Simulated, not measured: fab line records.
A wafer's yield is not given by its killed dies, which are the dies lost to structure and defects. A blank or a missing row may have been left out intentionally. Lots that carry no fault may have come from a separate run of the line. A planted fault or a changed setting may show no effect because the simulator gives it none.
Matching of chambers    flow n5Finfet    4 sister chambers for N5_FIN_SAQP_ETCH_52 on rieDiel-02
The step etches SOC in N2/H2, target depth 100 nm, overetch 20 nm, time 150 s. 8 wafers are shown with their chamber, then 11 later ones without.

EACH WAFER AND ITS CHAMBER
wafer   chamber  drypumpMotorCurrentA (A)  showerheadPlenumPTorr (Torr)
L080.2  1        6.2                       2.59
L081.5  3        5.1                       2.60
L084.1  3        5.1                       2.60
L084.2  2        5.8                       2.49
L092.2  0        5.2                       2.50
L092.4  1        6.2                       2.58
L092.5  2        5.8                       2.48
L093.1  0        5.3                       2.50

WAFERS WITHOUT THEIR CHAMBER
wafer   drypumpMotorCurrentA (A)  showerheadPlenumPTorr (Torr)
L093.4  6.2                       2.58
L093.6  5.2                       2.50
L095.3  5.2                       2.50
L095.5  5.2                       2.50
L095.6  5.1                       2.58
L096.1  5.7                       2.48
L096.4  6.2                       2.58
L096.5  5.1                       2.58
L097.3  5.1                       2.58
L097.4  6.2                       2.57
L097.5  5.1                       2.58

EACH ONE'S CHAMBER
wafer   from the rows above  in truth
L093.4  1                    1
L093.6  0                    0
L095.3  0                    0
L095.5  0                    0
L095.6  3                    3
L096.1  2                    2
L096.4  1                    1
L096.5  3                    3
L097.3  3                    3
L097.4  1                    1
L097.5  3                    3
Correct placement for 11 of the 11. Left unplaced by these rows: 0. 0 placed wrongly.
How it was worked out, from the rows above alone: a wafer's distance from a chamber is the root of the sum, over the readings, of the square of ((its reading less the chamber's mean) divided by the reading's scatter). If the next closest chamber is less than 2 further off than the closest, the wafer can't be placed; otherwise it belongs to the closest. Each chamber's mean is taken over the wafers shown for it. How the scatter is found: for the shown wafers, subtract from each reading the mean of its chamber, square and add these, divide the total by (wafers less chambers), then take the root.
